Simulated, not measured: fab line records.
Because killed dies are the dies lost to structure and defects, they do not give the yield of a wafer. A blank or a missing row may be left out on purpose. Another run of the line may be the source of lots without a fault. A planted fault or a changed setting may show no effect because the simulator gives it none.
Matching of chambers + flow nandHarc + 4 sister chambers for NHARC_A_CONTACT_ETCH_98 on rieDiel-13
The step etches the open film in C4F6/O2, target depth 20 nm, time 10 s. 7 wafers are shown with their chamber, then 7 later ones without.

WAFERS PAIRED WITH THEIR CHAMBERS
| wafer  | chamber | drypumpMotorCurrentA (A) | showerheadPlenumPTorr (Torr) |
|--------|---------|--------------------------|------------------------------|
| L844.4 | 3       | 5.6                      | 4.06                         |
| L844.5 | 0       | 5.1                      | 3.73                         |
| L845.3 | 0       | 5.2                      | 3.73                         |
| L845.4 | 1       | 6.0                      | 3.96                         |
| L848.2 | 3       | 5.6                      | 4.05                         |
| L848.4 | 2       | 6.2                      | 4.22                         |
| L848.6 | 2       | 6.2                      | 4.22                         |

WAFERS WITHOUT THEIR CHAMBER
| wafer  | drypumpMotorCurrentA (A) | showerheadPlenumPTorr (Torr) |
|--------|--------------------------|------------------------------|
| L849.3 | 6.2                      | 4.22                         |
| L849.4 | 5.6                      | 4.05                         |
| L849.5 | 6.0                      | 3.96                         |
| L852.5 | 5.1                      | 3.73                         |
| L855.4 | 6.3                      | 4.22                         |
| L856.4 | 6.2                      | 4.22                         |
| L856.5 | 5.1                      | 3.72                         |

WHICH CHAMBER EACH WENT THROUGH
| wafer  | from the rows above | in truth |
|--------|---------------------|----------|
| L849.3 | 2                   | 2        |
| L849.4 | 3                   | 3        |
| L849.5 | 1                   | 1        |
| L852.5 | 0                   | 0        |
| L855.4 | 2                   | 2        |
| L856.4 | 2                   | 2        |
| L856.5 | 0                   | 0        |
Correct placement for 7 of the 7. Number that these rows cannot place: 0. Placed wrongly: 0.
How it was worked out, from the rows above alone: a wafer's distance from a chamber is the root of the sum, over the readings, of the square of ((its reading less the chamber's mean) divided by the reading's scatter). If the next closest chamber is less than 2 further off than the closest, the wafer can't be placed; otherwise it belongs to the closest. For every chamber, the mean is computed from those of its wafers that are shown. The scatter: the root of (the sum of the squares of (reading less its chamber's mean) over the shown wafers, divided by (wafers less chambers)).
